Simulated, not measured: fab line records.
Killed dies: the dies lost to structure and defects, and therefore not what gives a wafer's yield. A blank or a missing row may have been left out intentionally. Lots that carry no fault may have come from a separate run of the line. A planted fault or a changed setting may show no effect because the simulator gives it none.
A lot that was struck, set against a sound lot | flow nand_harc | 14 steps out of a route of 1302
Sound: the wafers L226.4, L226.5, L226.6. Wafers L237.1, L237.3, L237.6 were the ones struck. The cause comes at the end.
Per side, at each step with rows, come the tool, then ch with its chambers, and then its first start. Under that, the readings that differ: sound wafers | struck wafers | difference of the means | sigmas: that difference in standard deviations of wafers without a fault.
alike: words and numbers the same on both sides, and readings whose means are apart by under 2 such deviations; not compared: readings that were withheld, readings missing a value for some wafer, numbers with overlapping values and no deviation given by the record, and bounds like >300 which may hide the same value.
Wherever a step has rows on one side only, a row that says differs or no value, or a row with sigmas, the two part there. Numbers that don't overlap but have no deviation are shown without sigmas and don't part them. Lack of a reading on every wafer of one side parts them only where that side has two or more wafers.

NHARC_P_M0_INSPECT_27:
  sound: defect_inspect-02 at day 8 15:14; struck: defect_inspect-02 at day 13 01:44
  alike: raw_defect_count
NHARC_P_M0_PRE_CLEAN_31: time 12 s.
  sound on pecvd-01 ch 0,1,2, day 8 15:20; struck on pecvd-04 ch 0,1,2, day 13 01:49
  alike: heater_power_w
NHARC_P_M0_DEP_32: deposits SiCN, target thk 30 nm.
  sound on pecvd-01 ch 0,1,2, day 8 15:30; struck on pecvd-04 ch 0,1,2, day 13 01:53
  alike: heater_power_w
then, 9 steps without rows for these wafers: NHARC_P_M1_DEP_00 (deposits SiOC, target thk 182.5 nm); NHARC_P_M1_DEHYDRATE_01 (time 120 s); NHARC_P_M1_HMDS_02 (time 30 s); NHARC_P_M1_COAT_34 (time 65 s); NHARC_P_M1_COAT_03 (resist thk 90 nm); NHARC_P_M1_SOFTBAKE_04 (time 55 s); NHARC_P_M1_EBR_05; NHARC_P_M1_EXPOSE_06 (exposes mask P M1, target cd 130 nm); NHARC_P_M1_PEB_07 (peb time 65 s).
NHARC_P_M1_DEVELOP_08: develop time 35 s.
  sound on litho_track-04 ch 0, day 8 16:00; struck on litho_track-04, day 13 03:00
  no value came back on the struck wafers for chill_plate_temp_C (C), develop_time_s (s); on the sound wafers chill_plate_temp_C (C) reads 22.95 22.96 22.91
NHARC_P_M1_CD_MEAS_09 targets a cd of 130 nm.
  sound on cd_sem-01 ch 0, day 8 16:38; struck on cd_sem-02 ch 0, day 13 03:08
  reading    | sound             | struck | difference                    | sigmas
  cd_nm (nm) | 129.8 130.1 130.0 | - - -  | no value on the struck wafers |

== WHERE THEY PART ==
Earliest at NHARC_P_M1_DEVELOP_08; latest, in this record, at NHARC_P_M1_CD_MEAS_09.

WHY: what the simulator had put in
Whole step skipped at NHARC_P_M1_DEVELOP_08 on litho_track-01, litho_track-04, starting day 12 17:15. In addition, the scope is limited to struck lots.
